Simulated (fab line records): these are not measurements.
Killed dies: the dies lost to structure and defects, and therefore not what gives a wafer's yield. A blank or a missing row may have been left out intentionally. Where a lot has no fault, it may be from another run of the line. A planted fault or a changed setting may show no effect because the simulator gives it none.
Check of tool commonality / flow n5 finfet / Sampled: 8 lots, 24 wafers

== REASON FOR OPENING ==
3 of 8 lots carry a flag on the reading VT_P_LONG at N5_BEOL_M4_RC_MEAS_101. Wafers without a fault read -275 mV, standard deviation 3.1.
Rule: a lot is flagged in two cases, either no wafer of it has a number, or all its wafers with numbers fall more than 4 standard deviations from that mean. The rest of the lots are taken to be sound.

lot=L525; measured=day 8 18:02; on=prober-02; VT_P_LONG (mV), wafer by wafer=-275 -276 -277; flag=
lot=L526; measured=day 9 00:40; on=prober-01; VT_P_LONG (mV), wafer by wafer=-272 -270 -268; flag=
lot=L535; measured=day 12 21:15; on=prober-01; VT_P_LONG (mV), wafer by wafer=-497 -498 -499; flag=FLAGGED
lot=L542; measured=day 13 00:07; on=prober-02; VT_P_LONG (mV), wafer by wafer=-274 -275 -271; flag=
lot=L537; measured=day 13 07:18; on=prober-02; VT_P_LONG (mV), wafer by wafer=-494 -493 -495; flag=FLAGGED
lot=L536; measured=day 13 14:40; on=prober-01; VT_P_LONG (mV), wafer by wafer=-497 -501 -499; flag=FLAGGED
lot=L538; measured=day 14 01:24; on=prober-01; VT_P_LONG (mV), wafer by wafer=-275 -278 -278; flag=
lot=L543; measured=day 14 12:35; on=prober-02; VT_P_LONG (mV), wafer by wafer=-274 -274 -272; flag=
The numbers of the flagged lots are -497 mV on average: -222 mV against the usual, or -72 standard deviations.

== TOOL THAT RAN EACH LOT ==
3 process steps preceding the reading are held in the record, out of 1938 steps in the route. In each cell: the tool, then ch and the chambers that the sampled wafers went through, then the start.
lot=L525; flag=; N5_WELL_APT_DESCUM_13=rie diel-04 ch 0,2, day 2 14:04; N5_PMOS_HMC_CHANNEL_EPI_DESCUM_14=rie diel-06 ch 2,3, day 2 17:35; N5_PMOS_HMC_CHANNEL_EPI_FIN_RECESS_16=rie si-04 ch 0,2, day 2 18:03
lot=L526; flag=; N5_WELL_APT_DESCUM_13=rie diel-04 ch 1,2, day 2 20:14; N5_PMOS_HMC_CHANNEL_EPI_DESCUM_14=rie diel-05 ch 1,2,3, day 2 23:35; N5_PMOS_HMC_CHANNEL_EPI_FIN_RECESS_16=rie si-04 ch 0,1,2, day 3 00:03
lot=L535; flag=FLAGGED; N5_WELL_APT_DESCUM_13=rie diel-02 ch 0,1,3, day 5 01:59; N5_PMOS_HMC_CHANNEL_EPI_DESCUM_14=rie diel-06 ch 2,3, day 5 05:37; N5_PMOS_HMC_CHANNEL_EPI_FIN_RECESS_16=rie si-05 ch 1,2,3, day 5 06:04
lot=L542; flag=; N5_WELL_APT_DESCUM_13=rie diel-02 ch 0,3, day 6 19:57; N5_PMOS_HMC_CHANNEL_EPI_DESCUM_14=rie diel-06 ch 0,1,3, day 6 23:24; N5_PMOS_HMC_CHANNEL_EPI_FIN_RECESS_16=rie si-05 ch 2,3, day 6 23:52
lot=L537; flag=FLAGGED; N5_WELL_APT_DESCUM_13=rie diel-04 ch 1,2,3, day 5 13:48; N5_PMOS_HMC_CHANNEL_EPI_DESCUM_14=rie diel-05 ch 1,2, day 5 17:20; N5_PMOS_HMC_CHANNEL_EPI_FIN_RECESS_16=rie si-04 ch 0,2,3, day 5 17:47
lot=L536; flag=FLAGGED; N5_WELL_APT_DESCUM_13=rie diel-03 ch 0,3, day 5 07:54; N5_PMOS_HMC_CHANNEL_EPI_DESCUM_14=rie diel-06 ch 0,1,3, day 5 11:32; N5_PMOS_HMC_CHANNEL_EPI_FIN_RECESS_16=rie si-03 ch 1,2, day 5 11:59
lot=L538; flag=; N5_WELL_APT_DESCUM_13=rie diel-02 ch 0,2,3, day 5 20:02; N5_PMOS_HMC_CHANNEL_EPI_DESCUM_14=rie diel-01 ch 0,1,2, day 5 23:19; N5_PMOS_HMC_CHANNEL_EPI_FIN_RECESS_16=rie si-04 ch 0,1,2, day 5 23:47
lot=L543; flag=; N5_WELL_APT_DESCUM_13=rie diel-03 ch 1,3, day 7 01:39; N5_PMOS_HMC_CHANNEL_EPI_DESCUM_14=rie diel-05 ch 0,1,3, day 7 05:01; N5_PMOS_HMC_CHANNEL_EPI_FIN_RECESS_16=rie si-04 ch 0,3, day 7 05:29
What is done by these steps:
- N5_WELL_APT_DESCUM_13: chemistry O2, time 7.9 s.
- N5_PMOS_HMC_CHANNEL_EPI_DESCUM_14: chemistry O2, time 7.9 s.
- N5_PMOS_HMC_CHANNEL_EPI_FIN_RECESS_16: chemistry HBr/Cl2, target Si, target depth 54 nm, time 18 s.
- N5_BEOL_M4_RC_MEAS_101

== FLAGGED OVER TOTAL, TOOL BY TOOL (the gauges that took the reading come last) ==
step=N5_WELL_APT_DESCUM_13; tool=rie diel-02; lots run=3; flagged=1; share of the flagged lots=some; sound lots run after its first flagged lot=2 (L538,L542)
step=N5_WELL_APT_DESCUM_13; tool=rie diel-03; lots run=2; flagged=1; share of the flagged lots=some; sound lots run after its first flagged lot=1 (L543)
step=N5_WELL_APT_DESCUM_13; tool=rie diel-04; lots run=3; flagged=1; share of the flagged lots=some; sound lots run after its first flagged lot=0
step=N5_PMOS_HMC_CHANNEL_EPI_DESCUM_14; tool=rie diel-01; lots run=1; flagged=0; share of the flagged lots=none; sound lots run after its first flagged lot=-
step=N5_PMOS_HMC_CHANNEL_EPI_DESCUM_14; tool=rie diel-05; lots run=3; flagged=1; share of the flagged lots=some; sound lots run after its first flagged lot=1 (L543)
step=N5_PMOS_HMC_CHANNEL_EPI_DESCUM_14; tool=rie diel-06; lots run=4; flagged=2; share of the flagged lots=some; sound lots run after its first flagged lot=1 (L542)
step=N5_PMOS_HMC_CHANNEL_EPI_FIN_RECESS_16; tool=rie si-03; lots run=1; flagged=1; share of the flagged lots=some; sound lots run after its first flagged lot=0
step=N5_PMOS_HMC_CHANNEL_EPI_FIN_RECESS_16; tool=rie si-04; lots run=5; flagged=1; share of the flagged lots=some; sound lots run after its first flagged lot=2 (L538,L543)
step=N5_PMOS_HMC_CHANNEL_EPI_FIN_RECESS_16; tool=rie si-05; lots run=2; flagged=1; share of the flagged lots=some; sound lots run after its first flagged lot=1 (L542)
step=N5_BEOL_M4_RC_MEAS_101; tool=prober-01; lots run=4; flagged=2; share of the flagged lots=some; sound lots run after its first flagged lot=1 (L538)
step=N5_BEOL_M4_RC_MEAS_101; tool=prober-02; lots run=4; flagged=1; share of the flagged lots=some; sound lots run after its first flagged lot=1 (L543)

== WHAT THE TABLE ALLOWS ==
No row of the table ran every flagged lot.

== WHAT HAD BEEN PUT IN BY THE SIMULATOR ==
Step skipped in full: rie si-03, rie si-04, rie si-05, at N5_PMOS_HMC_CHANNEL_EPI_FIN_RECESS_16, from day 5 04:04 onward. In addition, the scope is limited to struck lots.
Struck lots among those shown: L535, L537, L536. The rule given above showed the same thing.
